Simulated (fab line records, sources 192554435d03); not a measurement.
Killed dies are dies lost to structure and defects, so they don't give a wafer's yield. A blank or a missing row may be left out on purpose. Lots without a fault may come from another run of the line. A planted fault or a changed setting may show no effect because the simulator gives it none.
fab line records | flow n5_finfet
record lots=8 wafers=24 last_day=19
route steps=1938 shown BEOL_M4@1111 BEOL_M7@1286 PASSIVATION@1936
lots that met no fault: from a run of the same line without faults
start_h: hours from the record's first day to the start of the lot's first wafer shown | wait_h: hours since the lot's step before | " the same as in the row above | L1.1+2: a row that stands for several wafers | - no value, or no start given | * or withheld: withheld | < > ~ a bound
route shown NAME@n: a module of which the file shows steps, and the number in the route of the first | usual: mean/standard deviation of fault-free wafers | same: alike in all rows | chamber/n: place in a boat | sites: the reading at each site | _std_site: their standard deviation | _edge_site: outer sites' mean less inner sites' | radius_mm: how far each site lies from the wafer's centre | mask NAME#n: copy n | behind: the tool/chamber that last shaped the wafer | hold: why the lot was held/for how many hours/how that ended | device: the transistor (n, p or np) that didn't switch | end of line: the same wafers' tests at the end of the route | a step without rows: its recipe alone | killed: dies lost to structure and defects at the first sort, not the wafer's yield | map: a wafer's dies, x killed, . not, _ none there
set.NAME: the setting as run; set.NAME@STEP: as run at that earlier step | model.NAME: the simulator's own value behind a step, which no gauge read
steps of the route over a sample of lots; a table a step, a row a wafer
services: from which hour (start_h, from the record's first day; less than 0 if before it) a tool's chamber was out of use, for how many hours, and why
## steps
# step N5_BEOL_M4_RC_MEAS_101
# usual DIBL_N=35.3/1.8 DIBL_P=35.2/2.2 IOFF_N=0.144/0.029 IOFF_P=0.19/0.031 ION_N=670/12 ION_P=460/7.6 SS_N=71.2/0.62 SS_P=73.0/0.69 VT_N=251/3.4 VT_P=-251.4/2.6
# columns lot.wafer tool chamber start_h wait_h DIBL_N[mV/V] DIBL_P[mV/V] IOFF_N[nA/um] IOFF_P[nA/um] ION_N[uA/um] ION_P[uA/um] SS_N[mV/dec] SS_P[mV/dec] VT_N[mV] VT_P[mV]
L310.2 prober-02 0 192.42 0.2 33.2 33.2 0.121 0.16 657 446 70.9 72.7 254 -255.4
L310.3 " 0 " " 33.8 34.6 0.138 0.19 688 471 70.9 72.6 250 -251.3
L310.5 " 0 " " 34.2 34.7 0.134 0.19 659 456 70.6 73.1 251 -249.5
L320.2 prober-02 0 245.73 0.2 36.4 34.6 0.139 0.20 660 456 70.8 72.9 252 -251.3
L320.5 " 0 " " 37.2 36.3 0.151 0.22 668 464 71.5 73.7 251 -249.3
L320.6 " 0 " " 35.8 34.6 0.131 0.19 674 464 71.6 72.4 252 -250.5
L326.2 prober-01 0 281.12 0.2 35.2 37.0 0.166 0.22 679 457 72.0 74.0 247 -252.0
L326.3 " 0 " " 33.5 35.2 0.137 0.18 678 461 70.9 72.5 252 -254.6
L326.6 " 0 " " 33.7 36.4 0.148 0.20 678 467 70.8 73.4 249 -253.4
L327.1 prober-01 0 306.10 0.0 36.0 34.9 0.143 0.19 659 456 71.5 72.6 254 -249.3
L327.2 " 0 " " 35.0 34.2 0.130 0.18 673 465 70.1 72.3 251 -252.6
L327.3 " 0 " " 32.7 31.9 0.108 0.16 665 468 70.4 72.3 252 -250.9
L329.2 prober-02 0 309.54 0.2 34.2 33.7 0.142 0.19 685 470 70.9 72.5 250 -249.0
L329.3 " 0 " " 32.6 31.2 0.108 0.16 667 460 71.0 72.6 253 -253.1
L329.4 " 0 " " 33.4 32.4 0.120 0.18 684 474 70.9 72.9 254 -249.8
L330.1 prober-02 0 318.38 0.0 38.2 38.3 0.193 0.24 678 463 72.3 73.8 246 -248.2
L330.4 " 0 " " 36.5 36.2 0.149 0.22 677 461 71.6 72.4 252 -249.9
L330.5 " 0 " " 33.5 32.3 0.112 0.16 671 467 71.1 71.8 251 -253.5
L331.1 prober-01 0 324.31 0.0 35.8 35.3 0.138 0.20 668 456 71.2 73.1 250 -249.3
L331.2 " 0 " " 37.0 37.5 0.159 0.23 661 460 71.6 72.8 250 -248.0
L331.4 " 0 " " 33.9 33.2 0.114 0.16 651 450 70.2 72.4 254 -253.4
L332.3 prober-01 0 341.91 0.3 35.6 34.8 0.137 0.18 667 456 71.4 73.4 254 -254.8
L332.4 " 0 " " 40.4 40.9 0.234 0.28 680 461 73.2 74.8 244 -247.3
L332.5 " 0 " " 37.9 37.7 0.171 0.23 670 460 72.4 74.4 247 -250.3
# step N5_BEOL_M7_CD_MEAS_18
# recipe pitch_nm=80 target_cd_nm=40
# usual cd_nm=39.9/0.66
# columns lot.wafer tool chamber start_h wait_h cd_nm
L310.2 cd_sem-01 - 214.48 0.1 40.7
L310.3 " - " " 39.9
L310.5 " - " " 40.6
L320.2 cd_sem-03 - 277.68 0.1 40.7
L320.5 " - " " 40.3
L320.6 " - " " 39.9
L326.2 cd_sem-03 - 310.66 0.1 38.8
L326.3 " - " " 39.4
L326.6 " - " " 39.4
L327.1 cd_sem-03 - 333.93 0.1 39.4
L327.2 " - " " 39.1
L327.3 " - " " 40.3
L329.2 cd_sem-03 - 336.50 0.1 39.6
L329.3 " - " " 39.8
L329.4 " - " " 39.7
L330.1 cd_sem-02 - 340.83 0.0 39.7
L330.4 " - " " 40.9
L330.5 " - " " 41.0
L331.1 cd_sem-03 - 351.38 0.0 40.1
L331.2 " - " " 40.8
L331.4 " - " " 40.5
L332.3 cd_sem-03 - 365.84 0.1 40.9
L332.4 " - " " 39.8
L332.5 " - " " 39.4
# step N5_BEOL_M7_INSPECT_30
# recipe mode=adi inspect_instrument=brightfield
# usual raw_defect_count=453/120
# columns lot.wafer tool chamber start_h wait_h raw_defect_count
L310.2 defect_inspect-01 - 216.27 0.0 554
L310.3 " - " " 739
L310.5 " - " " 841
L320.2 defect_inspect-01 - 278.94 0.0 458
L320.5 " - " " 355
L320.6 " - " " 526
L326.2 defect_inspect-02 - 313.64 0.0 354
L326.3 " - " " 440
L326.6 " - " " 546
L327.1 defect_inspect-02 - 334.92 0.1 531
L327.2 " - " " 691
L327.3 " - " " 481
L329.2 defect_inspect-01 - 337.56 0.0 653
L329.3 " - " " 432
L329.4 " - " " 432
L330.1 defect_inspect-01 - 346.44 0.1 558
L330.4 " - " " 491
L330.5 " - " " 634
L331.1 defect_inspect-02 - 357.27 0.1 347
L331.2 " - " " 400
L331.4 " - " " 374
L332.3 defect_inspect-02 - 367.04 0.0 308
L332.4 " - " " 509
L332.5 " - " " 391
# step N5_BEOL_M7_ETCH_65
# recipe chemistry=CF4 target=SiARC target_depth_a=156 mask_material=CAR-EUV time_s=26 ion_energy_ev=80 pressure_mtorr=40 source_w=545 bias_w=36 Ar_flow_sccm=100 cf4_flow_sccm=100 ends=cleared
# usual bias_w=35.99/0.1 cf4_flow_sccm=99.9/0.32 drypump_motor_current_A=5.85/0.28 etch_rf_on_time_s=25.9/0.63 oes_product_au=0.66/0.081 rf_vpp_V=184.1/1.2 showerhead_plenum_p_Torr=2.15/0.064 throttle_valve_pct=15.68/0.22
# columns lot.wafer tool chamber start_h wait_h bias_w cf4_flow_sccm drypump_motor_current_A etch_rf_on_time_s oes_product_au rf_hours_counter_h rf_vpp_V showerhead_plenum_p_Torr throttle_valve_pct
L310.2 rie_diel-02 3 216.36 0.0 35.96 99.8 5.76 24.7 0.60 242 183.4 2.19 15.91
L310.3 " 1 " " 35.91 99.8 6.34 25.4 0.63 172 184.0 2.22 15.65
L310.5 " 2 " " 35.97 99.6 5.46 26.1 0.60 - 186.4 2.22 15.89
L320.2 rie_diel-01 1 279.18 0.0 36.01 99.8 6.25 26.2 0.61 213 187.5 2.21 16.12
L320.5 " 0 " " 35.82 99.7 5.65 25.8 0.73 - 183.8 2.16 15.36
L320.6 " 3 " " 36.01 99.2 5.55 26.6 0.58 - 183.7 2.11 15.51
L326.2 rie_diel-01 1 313.76 0.0 36.06 100.5 6.26 26.2 0.60 219 185.3 2.20 16.15
L326.3 " 0 " " 36.06 100.5 5.65 25.8 0.72 85 183.9 2.16 15.38
L326.6 " 0 " " 36.18 100.1 5.64 25.5 0.72 - 183.6 2.16 15.36
L327.1 rie_diel-02 1 335.01 0.0 35.76 99.3 6.33 25.3 0.60 209 184.7 2.21 15.71
L327.2 " 0 " " 36.01 99.4 5.83 26.4 0.58 218 183.0 2.02 15.74
L327.3 " 2 " " 36.08 99.9 5.45 26.6 0.58 236 184.1 2.20 15.96
L329.2 rie_diel-01 0 337.64 0.0 35.88 100.3 5.67 25.9 0.71 94 184.0 2.16 15.38
L329.3 " 3 " " 36.24 100.0 5.55 26.4 0.58 242 182.5 2.11 15.56
L329.4 " 1 " " 36.02 100.0 6.22 26.4 0.59 228 183.5 2.20 16.15
L330.1 rie_diel-02 2 346.59 0.0 36.18 99.5 5.45 26.9 0.57 239 185.2 2.20 15.96
L330.4 " 0 " " 36.03 99.8 5.84 26.3 0.58 221 181.4 2.02 15.77
L330.5 " 3 " " 35.73 100.0 5.83 25.2 0.79 - 185.9 2.18 15.49
L331.1 rie_diel-06 0 357.36 0.0 35.97 100.4 5.84 26.8 0.69 76 181.8 2.08 15.47
L331.2 " 1 " " 35.82 100.1 5.72 24.8 0.82 10 185.8 2.19 15.50
L331.4 " 3 " " 35.82 99.5 5.88 24.8 0.72 57 184.4 2.09 15.79
L332.3 rie_diel-01 0 367.31 0.0 35.95 99.7 5.64 25.7 0.70 101 184.3 2.16 15.39
L332.4 " 2 " " 35.87 100.1 5.60 25.2 0.72 80 184.2 2.07 15.49
L332.5 " 0 " " 36.15 100.0 5.66 25.7 0.71 - 183.5 2.16 15.40
# step N5_BEOL_M7_ETCH_66
# recipe chemistry=N2/H2 target=SOC target_depth_a=800 overetch_a=160 mask_material=SiARC temp_c=40 time_s=120 ion_energy_ev=200 pressure_mtorr=30 source_w=840 bias_w=150 n2_flow_sccm=200 h2_flow_sccm=200
# usual bias_w=150.0/0.43 chamber_pressure_mTorr=29.998/0.026 drypump_motor_current_A=5.85/0.27 oes_product_au=0.59/0.067 rf_vpp_V=524.2/2.2 showerhead_plenum_p_Torr=2.55/0.079 throttle_valve_pct=17.89/0.28
# columns lot.wafer tool chamber start_h wait_h bias_w chamber_pressure_mTorr drypump_motor_current_A oes_product_au rf_hours_counter_h rf_vpp_V showerhead_plenum_p_Torr throttle_valve_pct
L310.2 rie_diel-02 3 216.38 0.0 150.2 29.948 5.79 0.53 242 525.8 2.62 18.12
L310.3 " 1 " " 149.5 30.030 6.34 0.56 172 527.6 2.64 17.82
L310.5 " 2 " " 149.8 29.958 5.46 0.55 - 527.0 2.65 18.21
L320.2 rie_diel-01 1 279.21 0.0 150.0 30.011 6.27 0.55 213 527.7 2.62 18.36
L320.5 " 0 " " 149.9 30.012 5.65 0.65 - 527.2 2.54 17.30
L320.6 " 3 " " 149.5 30.015 5.58 0.52 - 522.9 2.50 17.66
L326.2 rie_diel-01 1 313.79 0.0 - - - - - - - -
L326.3 " 0 " " - - - - - - - -
L326.6 " 0 " " - - - - - - - -
L327.1 rie_diel-02 1 335.03 0.0 - - - - - - - -
L327.2 " 0 " " - - - - - - - -
L327.3 " 2 " " - - - - - - - -
L329.2 rie_diel-01 0 337.67 0.0 - - - - - - - -
L329.3 " 3 " " - - - - - - - -
L329.4 " 1 " " - - - - - - - -
L330.1 rie_diel-02 2 346.62 0.0 151.0 30.017 5.44 0.53 239 524.4 2.64 18.26
L330.4 " 0 " " 150.1 29.995 5.84 0.53 221 520.4 2.40 17.98
L330.5 " 3 " " 149.8 30.023 5.81 0.69 - 525.8 2.61 17.76
L331.1 rie_diel-06 0 357.39 0.0 149.4 29.921 5.87 0.63 76 522.8 2.47 17.74
L331.2 " 1 " " 150.6 30.003 5.73 0.71 10 526.1 2.62 17.85
L331.4 " 3 " " 149.9 29.975 5.90 0.63 57 522.4 2.48 18.10
L332.3 rie_diel-01 0 367.34 0.0 150.3 29.966 5.64 0.62 101 524.9 2.53 17.36
L332.4 " 2 " " 150.5 30.024 5.61 0.64 80 521.7 2.46 17.78
L332.5 " 0 " " 149.6 30.047 5.67 0.63 - 523.4 2.53 17.35
# step N5_BEOL_M7_VIA_ETCH_34
# recipe chemistry=C4F6/O2 target=SiCOH_lowk target_depth_a=1255 mask_material=SOC taper_deg=4 time_s=50.5 ion_energy_ev=250 pressure_mtorr=30 source_w=345 bias_w=185 Ar_flow_sccm=300 C4F6_flow_sccm=10 O2_flow_sccm=10
# usual C4F6_flow_sccm=10.00/0.031 O2_flow_sccm=9.99/0.032 drypump_motor_current_A=5.84/0.28 oes_o_777_au=0.77/0.097 oes_product_au=0.77/0.093 rf_vpp_V=664/9.9 showerhead_plenum_p_Torr=2.86/0.088 throttle_valve_pct=20.97/0.23
# columns lot.wafer tool chamber start_h wait_h C4F6_flow_sccm O2_flow_sccm drypump_motor_current_A oes_o_777_au oes_product_au rf_hours_counter_h rf_vpp_V showerhead_plenum_p_Torr throttle_valve_pct
L310.2 rie_diel-02 3 216.48 0.0 10.01 10.00 5.82 0.70 0.70 242 679 2.92 21.21
L310.3 " 1 " " 10.02 9.97 6.34 0.73 0.73 172 680 2.96 20.94
L310.5 " 2 " " 10.03 9.97 5.46 0.67 0.71 - 667 2.96 21.22
L320.2 rie_diel-01 1 279.31 0.0 9.99 10.00 6.26 0.72 0.70 213 662 2.94 21.46
L320.5 " 0 " " 10.05 10.00 5.64 0.83 0.86 - 654 2.87 20.59
L320.6 " 3 " " 10.03 10.01 5.58 0.68 0.69 - 661 2.82 20.75
L326.2 rie_diel-01 1 313.89 0.0 10.04 9.99 6.22 0.72 0.27 219 660 2.94 21.32
L326.3 " 0 " " 10.03 9.98 5.67 0.81 0.32 85 655 2.87 20.46
L326.6 " 0 " " 10.00 9.99 5.64 0.80 0.32 - 654 2.87 20.44
L327.1 rie_diel-02 1 335.14 0.0 9.96 10.01 6.34 0.71 0.26 209 680 2.95 20.81
L327.2 " 0 " " 9.96 10.00 5.81 0.70 0.26 218 665 2.68 20.80
L327.3 " 2 " " 9.99 9.98 5.45 0.64 0.25 236 667 2.95 21.14
L329.2 rie_diel-01 0 337.77 0.0 10.04 9.97 5.68 0.80 0.31 94 656 2.86 20.49
L329.3 " 3 " " 10.00 10.02 5.55 0.67 0.25 242 662 2.81 20.64
L329.4 " 1 " " 9.98 9.99 6.23 0.72 0.26 228 661 2.93 21.33
L330.1 rie_diel-02 2 346.72 0.0 10.04 10.00 5.46 0.65 0.67 239 666 2.94 21.29
L330.4 " 0 " " 10.01 10.00 5.80 0.70 0.68 221 665 2.68 20.95
L330.5 " 3 " " 9.99 9.98 5.83 0.92 0.92 - 665 2.91 20.88
L331.1 rie_diel-06 0 357.49 0.0 10.00 10.05 5.89 0.83 0.81 76 662 2.77 20.82
L331.2 " 1 " " 10.01 9.97 5.70 0.99 0.95 10 644 2.91 20.82
L331.4 " 3 " " 9.99 9.99 5.88 0.86 0.85 57 660 2.77 21.10
L332.3 rie_diel-01 0 367.44 0.0 10.05 10.03 5.66 0.80 0.82 101 655 2.86 20.64
L332.4 " 2 " " 10.01 10.01 5.60 0.85 0.85 80 675 2.76 20.87
L332.5 " 0 " " 9.99 10.04 5.69 0.80 0.82 - 655 2.86 20.63
# step N5_PASSIVATION_PROBE_49
# usual defect_limited_yield=91.0/1.4 killed_at_M0_to_M3=36/10 killed_at_M4_up=15/5 killed_at_contacts=12/6.1 killed_at_front_end=40/13 killed_at_other=3.8/2.9 killed_dies=106/16 killed_on_rim=14/4.1 killed_open=68/12 killed_short=35/8.2 sort_bin_5_function=5.2/0.9 sort_bin_6_memory=3.4/0.71 sort_n_pass=1073/17 sort_yield_pct=91.0/1.5
# same gross_dies=1180 killed_at_back_side=0 sort_bin_4_leakage[%]=0 sort_bin_8_speed[%]=0
# columns lot.wafer tool chamber start_h wait_h defect_limited_yield[%] killed_at_M0_to_M3 killed_at_M4_up killed_at_contacts killed_at_front_end killed_at_other killed_dies killed_on_rim killed_open killed_short sort_bin_5_function[%] sort_bin_6_memory[%] sort_n_pass sort_yield_pct[%]
L310.2 prober-02 - 296.92 0.1 91.3 24 13 18 45 3 103 18 77 23 5.3 3.4 1077 91.3
L310.3 prober-02 - 296.97 0.1 88.1 35 10 17 75 3 140 14 91 47 7.1 4.5 1040 88.1
L310.5 prober-02 - 297.07 0.2 88.9 37 19 17 58 0 131 15 99 30 6.4 4.1 1049 88.9
L320.2 prober-02 - 376.82 0.1 93.7 30 6 12 24 2 74 9 49 23 4.2 1.9 1106 93.7
L320.5 prober-02 - 376.97 0.2 90.1 40 22 18 35 2 117 14 68 46 5.5 3.9 1063 90.1
L320.6 prober-02 - 377.02 0.3 91.3 53 14 4 32 0 103 12 62 38 5.5 2.6 1077 91.3
L326.2 prober-01 - 391.52 0.1 0 34 1101 9 31 5 1180 152 57 35 96.9 2.8 0 0
L326.3 prober-01 - 391.57 0.1 0 46 1106 9 16 3 1180 152 66 25 97.2 2.5 0 0
L326.6 prober-01 - 391.72 0.3 0 35 1097 7 38 3 1180 152 74 31 96.4 3.3 0 0
L327.1 prober-01 - 412.87 0.0 0 47 1064 14 53 2 1180 152 81 39 96.0 3.9 0 0
L327.2 prober-01 - 412.92 0.1 0 26 1102 11 34 7 1180 152 53 33 97.0 2.6 0 0
L327.3 prober-01 - 412.97 0.1 0 67 1038 6 60 9 1180 152 100 55 95.3 4.2 0 0
L329.2 prober-02 - 422.36 0.1 0 31 1097 23 28 1 1180 152 71 27 96.9 2.6 0 0
L329.3 prober-02 - 422.41 0.1 0 23 1105 16 36 0 1180 152 53 29 97.1 2.4 0 0
L329.4 prober-02 - 422.46 0.2 0 21 1107 8 42 2 1180 152 48 33 97.2 2.6 0 0
L330.1 prober-01 - 432.70 0.0 91.4 43 12 9 33 5 102 14 61 37 5.7 2.4 1078 91.4
L330.4 prober-01 - 432.85 0.2 88.1 20 15 13 85 8 141 15 83 54 6.1 5.1 1039 88.1
L330.5 prober-01 - 432.90 0.2 87.4 34 19 11 80 5 149 10 94 49 6.5 5.2 1031 87.4
L331.1 prober-01 - 442.42 0.0 91.7 16 21 30 29 2 98 10 74 20 4.8 3.2 1082 91.7
L331.2 prober-01 - 442.47 0.1 93.9 21 14 10 25 2 72 12 44 27 3.5 2.5 1108 93.9
L331.4 prober-01 - 442.57 0.2 91.2 36 12 14 41 1 104 9 63 38 5.4 3.1 1076 91.2
L332.3 prober-02 - 452.92 0.1 91.5 42 17 11 25 5 100 7 69 28 4.5 3.2 1080 91.5
L332.4 prober-02 - 452.97 0.2 89.8 27 12 9 70 2 120 13 73 46 5.7 4.0 1060 89.8
L332.5 prober-02 - 453.02 0.2 92.3 31 18 4 32 6 91 18 67 21 4.8 2.8 1089 92.3
# killed by level:class
L310.2 MOL_CONTACT_COAG:geometric_particle:open=17 STI_FIN_REVEAL:geometric_particle:open=15 FIN_SAQP:geometric_particle:open=9 FIN_SAQP:geometric_particle:short=6 BEOL_M3:geometric_particle:open=6 GATE_CUT:geometric_particle:open=5 BEOL_M2:geometric_particle:open=5 BEOL_M4:geometric_particle:open=5
L310.3 STI_FIN_REVEAL:geometric_particle:open=27 FIN_SAQP:geometric_particle:open=18 MOL_CONTACT_COAG:geometric_particle:open=11 GATE_CUT:geometric_particle:short=10 BEOL_M0_SAQP:geometric_particle:short=8 FIN_SAQP:geometric_particle:short=7 BEOL_M3:geometric_particle:open=6 STI_FIN_REVEAL:geometric_particle:short=5
L310.5 STI_FIN_REVEAL:geometric_particle:open=19 FIN_SAQP:geometric_particle:open=18 MOL_CONTACT_COAG:geometric_particle:open=12 BEOL_M0_SAQP:geometric_particle:open=8 BEOL_M3:geometric_particle:open=8 BEOL_M2:geometric_particle:open=6 BEOL_M0:geometric_particle:open=6 BEOL_M4:geometric_particle:open=6
L320.2 BEOL_M0_SAQP:geometric_particle:open=13 MOL_CONTACT_COAG:geometric_particle:open=11 BEOL_M0_SAQP:geometric_particle:short=8 DUMMY_GATE:geometric_particle:open=5 GATE_CUT:geometric_particle:short=4 BEOL_M4:geometric_particle:open=4 STI_FIN_REVEAL:geometric_particle:open=3 BEOL_M3:geometric_particle:open=3
L320.5 BEOL_M0_SAQP:geometric_particle:open=14 MOL_CONTACT_COAG:geometric_particle:open=13 BEOL_M0_SAQP:geometric_particle:short=12 BEOL_M5:geometric_particle:open=10 GATE_CUT:geometric_particle:short=8 BEOL_M3:geometric_particle:open=7 BEOL_M5:geometric_particle:short=6 FIN_SAQP:geometric_particle:short=5
L320.6 BEOL_M0_SAQP:geometric_particle:short=15 BEOL_M3:geometric_particle:open=15 BEOL_M0_SAQP:geometric_particle:open=12 GATE_CUT:geometric_particle:short=9 STI_FIN_REVEAL:geometric_particle:open=6 FIN_SAQP:geometric_particle:open=4 BEOL_M2:geometric_particle:open=4 GATE_CUT:geometric_particle:open=3
L326.2 BEOL_M7:area_etch=1088 FIN_SAQP:geometric_particle:open=10 BEOL_M0_SAQP:geometric_particle:short=10 FIN_SAQP:geometric_particle:short=9 MOL_CONTACT_COAG:geometric_particle:open=8 BEOL_M0_SAQP:geometric_particle:open=7 BEOL_M3:geometric_particle:open=7 BEOL_M1:geometric_particle:short=4
L326.3 BEOL_M7:area_etch=1089 BEOL_M3:geometric_particle:open=16 BEOL_M0_SAQP:geometric_particle:open=10 BEOL_M2:geometric_particle:open=8 MOL_CONTACT_COAG:geometric_particle:open=7 BEOL_M0_SAQP:geometric_particle:short=7 FIN_SAQP:geometric_particle:short=5 BEOL_M4:geometric_particle:open=5
L326.6 BEOL_M7:area_etch=1074 FIN_SAQP:geometric_particle:short=14 FIN_SAQP:geometric_particle:open=10 STI_FIN_REVEAL:geometric_particle:open=8 BEOL_M0_SAQP:geometric_particle:open=7 BEOL_M0_SAQP:geometric_particle:short=7 BEOL_M3:geometric_particle:open=7 BEOL_M4:geometric_particle:open=7
L327.1 BEOL_M7:area_etch=1060 FIN_SAQP:geometric_particle:open=17 MOL_CONTACT_COAG:geometric_particle:open=13 BEOL_M0_SAQP:geometric_particle:short=13 BEOL_M3:geometric_particle:open=10 BEOL_M0_SAQP:geometric_particle:open=9 FIN_SAQP:geometric_particle:short=8 STI_FIN_REVEAL:geometric_particle:open=5
L327.2 BEOL_M7:area_etch=1091 FIN_SAQP:geometric_particle:open=8 MOL_CONTACT_COAG:geometric_particle:open=8 BEOL_M0_SAQP:geometric_particle:short=7 BEOL_M2:geometric_particle:open=7 FIN_SAQP:geometric_particle:short=5 DUMMY_GATE:geometric_particle:open=5 BEOL_M0_SAQP:geometric_particle:open=5
L327.3 BEOL_M7:area_etch=1024 BEOL_M0_SAQP:geometric_particle:open=19 FIN_SAQP:geometric_particle:open=16 FIN_SAQP:geometric_particle:short=14 BEOL_M0_SAQP:geometric_particle:short=14 BEOL_M1:geometric_particle:open=14 GATE_CUT:geometric_particle:short=6 MOL_CONTACT_COAG:geometric_particle:open=6
L329.2 BEOL_M7:area_etch=1080 MOL_CONTACT_COAG:geometric_particle:open=15 BEOL_M4:geometric_particle:open=12 FIN_SAQP:geometric_particle:open=9 MOL_CONTACT_COAG:geometric_particle:short=8 STI_FIN_REVEAL:geometric_particle:open=6 BEOL_M2:geometric_particle:open=6 BEOL_M0_SAQP:geometric_particle:short=6
L329.3 BEOL_M7:area_etch=1097 MOL_CONTACT_COAG:geometric_particle:open=13 STI_FIN_REVEAL:geometric_particle:open=8 FIN_SAQP:geometric_particle:open=6 FIN_SAQP:geometric_particle:short=6 DUMMY_GATE:geometric_particle:open=6 BEOL_M1:geometric_particle:short=5 BEOL_M2:geometric_particle:open=4
L329.4 BEOL_M7:area_etch=1099 STI_FIN_REVEAL:geometric_particle:open=17 FIN_SAQP:geometric_particle:open=7 BEOL_M0_SAQP:geometric_particle:short=7 STI_FIN_REVEAL:geometric_particle:short=5 MOL_CONTACT_COAG:geometric_particle:open=5 FIN_SAQP:geometric_particle:short=4 BEOL_M1:geometric_particle:open=4
L330.1 FIN_SAQP:geometric_particle:short=10 BEOL_M2:geometric_particle:open=10 MOL_CONTACT_COAG:geometric_particle:open=9 BEOL_M0_SAQP:geometric_particle:short=9 BEOL_M3:geometric_particle:open=8 STI_FIN_REVEAL:geometric_particle:open=6 FIN_SAQP:geometric_particle:open=4 BEOL_M1:geometric_particle:open=4
L330.4 STI_FIN_REVEAL:geometric_particle:open=20 FIN_SAQP:geometric_particle:short=19 FIN_SAQP:geometric_particle:open=15 MOL_CONTACT_COAG:geometric_particle:open=10 BEOL_M4:geometric_particle:open=7 DUMMY_GATE:geometric_particle:open=7 BEOL_M3:geometric_particle:short=6 GATE_CUT:geometric_particle:short=4
L330.5 STI_FIN_REVEAL:geometric_particle:open=25 FIN_SAQP:geometric_particle:short=17 BEOL_M2:geometric_particle:open=12 FIN_SAQP:geometric_particle:open=10 MOL_CONTACT_COAG:geometric_particle:open=8 STI_FIN_REVEAL:geometric_particle:short=7 BEOL_M0_SAQP:geometric_particle:open=7 BEOL_M0_SAQP:geometric_particle:short=5
L331.1 MOL_CONTACT_COAG:geometric_particle:open=27 BEOL_M4:geometric_particle:open=9 FIN_SAQP:geometric_particle:open=7 STI_FIN_REVEAL:geometric_particle:open=6 BEOL_M4:geometric_particle:short=5 DUMMY_GATE:geometric_particle:open=3 MOL_CONTACT_COAG:geometric_particle:short=3 BEOL_M0:geometric_particle:open=3
L331.2 BEOL_M3:geometric_particle:open=12 MOL_CONTACT_COAG:geometric_particle:open=7 FIN_SAQP:geometric_particle:open=6 STARTING-WAFER:geometric_particle:short=6 BEOL_M4:geometric_particle:open=5 STI_FIN_REVEAL:geometric_particle:open=4 BEOL_M3:geometric_particle:short=4 MOL_CONTACT_COAG:geometric_particle:short=3
L331.4 BEOL_M0_SAQP:geometric_particle:open=12 BEOL_M0_SAQP:geometric_particle:short=10 FIN_SAQP:geometric_particle:short=8 FIN_SAQP:geometric_particle:open=8 MOL_CONTACT_COAG:geometric_particle:open=8 BEOL_M3:geometric_particle:open=7 STI_FIN_REVEAL:geometric_particle:open=6 BEOL_M4:geometric_particle:open=6
L332.3 BEOL_M0_SAQP:geometric_particle:open=11 STI_FIN_REVEAL:geometric_particle:open=10 BEOL_M2:geometric_particle:open=10 MOL_CONTACT_COAG:geometric_particle:open=9 BEOL_M0_SAQP:geometric_particle:short=9 BEOL_M4:geometric_particle:open=8 FIN_SAQP:geometric_particle:short=4 GATE_CUT:geometric_particle:short=4
L332.4 STI_FIN_REVEAL:geometric_particle:open=16 FIN_SAQP:geometric_particle:short=13 FIN_SAQP:geometric_particle:open=12 GATE_CUT:geometric_particle:short=11 MOL_CONTACT_COAG:geometric_particle:open=8 BEOL_M4:geometric_particle:open=7 BEOL_M0_SAQP:geometric_particle:short=6 BEOL_M0_SAQP:geometric_particle:open=6
L332.5 STI_FIN_REVEAL:geometric_particle:open=13 BEOL_M3:geometric_particle:open=9 BEOL_M4:geometric_particle:open=9 BEOL_M0_SAQP:geometric_particle:open=8 BEOL_M0_SAQP:geometric_particle:short=6 FIN_SAQP:geometric_particle:open=4 GATE_CUT:geometric_particle:short=4 MOL_CONTACT_COAG:geometric_particle:open=4
## services
# columns tool chamber start_h hours kind
rie_diel-01 2 193.75 29.0 repair
rie_diel-02 3 245.46 - clean
rie_diel-02 3 245.46 - consumable_replace:esc
rie_diel-02 3 245.46 - consumable_replace:focus_ring
rie_diel-02 3 245.46 23.3 scheduled_down
rie_diel-02 3 245.46 23.3 vent_cycle
rie_diel-06 - 256.20 0.5 repair
rie_diel-02 2 274.36 2.9 repair
rie_diel-01 1 284.52 11.2 repair
rie_diel-06 1 295.03 8.2 repair
rie_diel-06 1 311.64 - clean
rie_diel-06 1 311.64 - consumable_replace:focus_ring
rie_diel-06 1 311.64 15.2 scheduled_down
rie_diel-06 1 311.64 15.2 vent_cycle
## key
first_sign step=N5_BEOL_M7_ETCH_66 reading=tool_record direction=missing
effect step=N5_BEOL_M7_VIA_ETCH_34 reading=oes_product_au direction=down sigmas=5.3 usual=0.77 struck=0.28
effect step=N5_PASSIVATION_PROBE_49 reading=killed_at_M4_up direction=up sigmas=99+ usual=15 struck=1091
more_kills_born_at N5_BEOL_M7_ETCH_66@rie_diel-01=6527 N5_BEOL_M7_ETCH_66@rie_diel-02=3175
met_at N5_BEOL_M7_ETCH_66
struck_lots L326,L327,L329
later_rows_left_out L326.2,L326.3,L326.6,L327.1,L327.2,L327.3,L329.2,L329.3,L329.4
not_acting_at N5_BEOL_M7_CD_MEAS_18,N5_BEOL_M7_INSPECT_30,N5_BEOL_M7_ETCH_65
onset_between 279.21 313.79
fault kind=skipped_step_whole tool=rie_diel-01,rie_diel-02 chamber=- onset_h=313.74 steps=N5_BEOL_M7_ETCH_66 scope=struck_lots_only
# later_rows_left_out: the simulator's readings of these wafers behind a module that went badly wrong aren't trusted and aren't shown, but for the sort
